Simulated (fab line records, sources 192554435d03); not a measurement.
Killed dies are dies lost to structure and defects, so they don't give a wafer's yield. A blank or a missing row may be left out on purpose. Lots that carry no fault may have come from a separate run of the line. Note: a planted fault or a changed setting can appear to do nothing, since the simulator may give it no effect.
Chamber matching || flow n5_finfet || N5_FIN_CUT_STRIP_24 on rie_diel-02: 4 sister chambers
The step strips in CF4. 4 wafers are shown with their chamber, then 11 later ones without.

EACH WAFER AND ITS CHAMBER
{"wafer": "L085.1", "chamber": 0, "drypump_motor_current_A (A)": 5.6}
{"wafer": "L085.2", "chamber": 3, "drypump_motor_current_A (A)": 6.2}
{"wafer": "L085.3", "chamber": 2, "drypump_motor_current_A (A)": 6.5}
{"wafer": "L085.4", "chamber": 1, "drypump_motor_current_A (A)": 5.2}

WAFERS WITHOUT THEIR CHAMBER
{"wafer": "L085.5", "drypump_motor_current_A (A)": 6.2}
{"wafer": "L085.6", "drypump_motor_current_A (A)": 5.6}
{"wafer": "L091.2", "drypump_motor_current_A (A)": 5.6}
{"wafer": "L091.4", "drypump_motor_current_A (A)": 6.5}
{"wafer": "L091.6", "drypump_motor_current_A (A)": 6.2}
{"wafer": "L092.4", "drypump_motor_current_A (A)": 5.2}
{"wafer": "L092.5", "drypump_motor_current_A (A)": 5.6}
{"wafer": "L092.6", "drypump_motor_current_A (A)": 5.2}
{"wafer": "L093.1", "drypump_motor_current_A (A)": 6.4}
{"wafer": "L093.5", "drypump_motor_current_A (A)": 6.4}
{"wafer": "L093.6", "drypump_motor_current_A (A)": 5.2}

EACH ONE'S CHAMBER
{"wafer": "L085.5", "from the rows above": 3, "in truth": 3}
{"wafer": "L085.6", "from the rows above": 0, "in truth": 0}
{"wafer": "L091.2", "from the rows above": 0, "in truth": 0}
{"wafer": "L091.4", "from the rows above": 2, "in truth": 2}
{"wafer": "L091.6", "from the rows above": 3, "in truth": 3}
{"wafer": "L092.4", "from the rows above": 1, "in truth": 1}
{"wafer": "L092.5", "from the rows above": 0, "in truth": 0}
{"wafer": "L092.6", "from the rows above": 1, "in truth": 1}
{"wafer": "L093.1", "from the rows above": 2, "in truth": 2}
{"wafer": "L093.5", "from the rows above": 2, "in truth": 2}
{"wafer": "L093.6", "from the rows above": 1, "in truth": 1}
Placed correctly: 11 of 11. Number that these rows cannot place: 0. Placed wrongly: 0.
How it was worked out, from the rows above alone: a wafer's distance from a chamber is the root of the sum, over the readings, of the square of ((its reading less the chamber's mean) divided by the reading's scatter). If the next closest chamber is less than 2 further off than the closest, the wafer can't be placed; otherwise it belongs to the closest. A chamber's mean is the mean of its shown wafers. The scatter: root of mean squared gap, hidden wafer to nearest shown wafer, with one shown wafer a chamber.
